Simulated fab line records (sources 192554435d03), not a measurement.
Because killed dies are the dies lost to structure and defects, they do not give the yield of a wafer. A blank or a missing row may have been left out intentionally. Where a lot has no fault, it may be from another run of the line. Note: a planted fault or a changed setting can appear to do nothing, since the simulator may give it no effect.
Split-lot trial / flow n5-finfet / on a route of 1938 steps: 7 lots, 21 wafers read

== ON THE SPLIT ==
At N5_BEOL_M4_ETCH_64 (etches SOC in N2/H2, target depth 75 nm, overetch 22.5 nm, time 121.9 s), the setting bias-w was moved away from the recipe's 150 W on 7 of the 21 wafers read, by -17.9% to +16.0%. All remaining wafers had this setting at the recipe value.

Reading taken at the split's own step.

== THE READING ==
rf-vpp-V, in V, at N5_BEOL_M4_ETCH_64 (etches SOC in N2/H2, target depth 75 nm, overetch 22.5 nm, time 121.9 s). On this fab line, fault-free wafers typically give 523.7 V with a standard deviation of 1.8 V.

wafer=L075.1; tool, chamber at the split=rie-diel-05, 1; bias-w as run, W=150; against the recipe=recipe; rf-vpp-V, V=525.3; against lot-mates on the recipe=-
wafer=L075.2; tool, chamber at the split=rie-diel-05, 2; bias-w as run, W=150; against the recipe=recipe; rf-vpp-V, V=523.2; against lot-mates on the recipe=-
wafer=L075.3; tool, chamber at the split=rie-diel-05, 0; bias-w as run, W=150; against the recipe=recipe; rf-vpp-V, V=521.8; against lot-mates on the recipe=-
wafer=L079.1; tool, chamber at the split=rie-diel-05, 3; bias-w as run, W=150; against the recipe=recipe; rf-vpp-V, V=523.4; against lot-mates on the recipe=-
wafer=L079.2; tool, chamber at the split=rie-diel-05, 0; bias-w as run, W=139.9; against the recipe=-6.7%; rf-vpp-V, V=497.4; against lot-mates on the recipe=-24.9
wafer=L079.5; tool, chamber at the split=rie-diel-05, 0; bias-w as run, W=150; against the recipe=recipe; rf-vpp-V, V=521.1; against lot-mates on the recipe=-
wafer=L081.3; tool, chamber at the split=rie-diel-04, 0; bias-w as run, W=136.5; against the recipe=-9.0%; rf-vpp-V, V=493.7; against lot-mates on the recipe=-29.8
wafer=L081.5; tool, chamber at the split=rie-diel-04, 3; bias-w as run, W=136.5; against the recipe=-9.0%; rf-vpp-V, V=495.5; against lot-mates on the recipe=-28.0
wafer=L081.6; tool, chamber at the split=rie-diel-04, 2; bias-w as run, W=150; against the recipe=recipe; rf-vpp-V, V=523.5; against lot-mates on the recipe=-
wafer=L086.2; tool, chamber at the split=rie-diel-03, 3; bias-w as run, W=150; against the recipe=recipe; rf-vpp-V, V=525.3; against lot-mates on the recipe=-
wafer=L086.4; tool, chamber at the split=rie-diel-03, 3; bias-w as run, W=174; against the recipe=+16.0%; rf-vpp-V, V=576.2; against lot-mates on the recipe=+50.9
wafer=L086.6; tool, chamber at the split=rie-diel-03, 0; bias-w as run, W=174; against the recipe=+16.0%; rf-vpp-V, V=574.6; against lot-mates on the recipe=+49.3
wafer=L091.3; tool, chamber at the split=rie-diel-04, 0; bias-w as run, W=150; against the recipe=recipe; rf-vpp-V, V=524.3; against lot-mates on the recipe=-
wafer=L091.4; tool, chamber at the split=rie-diel-04, 1; bias-w as run, W=130.8; against the recipe=-12.8%; rf-vpp-V, V=476.9; against lot-mates on the recipe=-48.1
wafer=L091.6; tool, chamber at the split=rie-diel-04, 3; bias-w as run, W=150; against the recipe=recipe; rf-vpp-V, V=525.7; against lot-mates on the recipe=-
wafer=L090.4; tool, chamber at the split=rie-diel-04, 0; bias-w as run, W=150; against the recipe=recipe; rf-vpp-V, V=524.8; against lot-mates on the recipe=-
wafer=L090.5; tool, chamber at the split=rie-diel-04, 2; bias-w as run, W=150; against the recipe=recipe; rf-vpp-V, V=522.3; against lot-mates on the recipe=-
wafer=L090.6; tool, chamber at the split=rie-diel-04, 1; bias-w as run, W=123.1; against the recipe=-17.9%; rf-vpp-V, V=460.6; against lot-mates on the recipe=-62.9
wafer=L097.1; tool, chamber at the split=rie-diel-04, 0; bias-w as run, W=150; against the recipe=recipe; rf-vpp-V, V=522.7; against lot-mates on the recipe=-
wafer=L097.2; tool, chamber at the split=rie-diel-04, 2; bias-w as run, W=150; against the recipe=recipe; rf-vpp-V, V=521.1; against lot-mates on the recipe=-
wafer=L097.4; tool, chamber at the split=rie-diel-04, 3; bias-w as run, W=150; against the recipe=recipe; rf-vpp-V, V=526.2; against lot-mates on the recipe=-

THE FIT
A straight line over all 21 wafers: rf-vpp-V changes by +3.38 V for each +1% of bias-w; r = +1.00; the points scatter about the line by 2 V.
The same after taking each lot's own level away (the mean of its wafers on the recipe; 21 wafers): +3.34 V for each +1%; r = +1.00; scatter 2.1 V.
Per that fit: largest bias-w move, reading shift of 60 V.
The span of the lots' own levels, 522.25 to 525.30 V, comes to 1.7 times the standard deviation stated above.
The two slopes agree, so the slope changes little with the lot-to-lot level.
Check: with one of the wafers moved furthest among these (-17.9%) left out of the fit, the line predicts -59.6 V for it against its lot-mates. It came out at -62.9 V against them.
Tool readings at the split's step, against how far the setting was moved: rf-vpp-V r = +1.00.

== FURTHER SPLITS ON THESE WAFERS ==
These wafers also went through other splits before the reading. Each is held against what the fit with the lots' levels taken away leaves over:
other split on the same wafers=N5_BEOL_M3_ETCH_64 time-s; wafers away from the commonest value=12; r with rf-vpp-V (lot level and that fit taken away)=+0.26
other split on the same wafers=N5_BEOL_M3_COAT_76 spin-rpm; wafers away from the commonest value=6; r with rf-vpp-V (lot level and that fit taken away)=+0.02
other split on the same wafers=N5_BEOL_M4_EXPOSE_08 dose-mj; wafers away from the commonest value=7; r with rf-vpp-V (lot level and that fit taken away)=-0.19

== THE WHOLE CHAIN: every reading that the file lists as answering this split, in the file's order ==
step=N5_BEOL_M4_ETCH_64; what it does=etches SOC in N2/H2, target depth 75 nm, overetch 22.5 nm, time 121.9 s; reading=rf-vpp-V; change (the file's fit)=+3.43 V for each +1% of the setting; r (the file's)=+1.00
step=N5_BEOL_M4_ETCH_64; what it does=etches SOC in N2/H2, target depth 75 nm, overetch 22.5 nm, time 121.9 s; reading=SiARC_of_BEOL_M4_COAT_62.thk-nm (the simulator's own value, which no gauge read); change (the file's fit)=-0.0669 nm for each +1% of the setting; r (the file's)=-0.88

== FILE'S OWN FIT ==
rf-vpp-V changes by +3.43 V for each +1% of bias-w, r = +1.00.
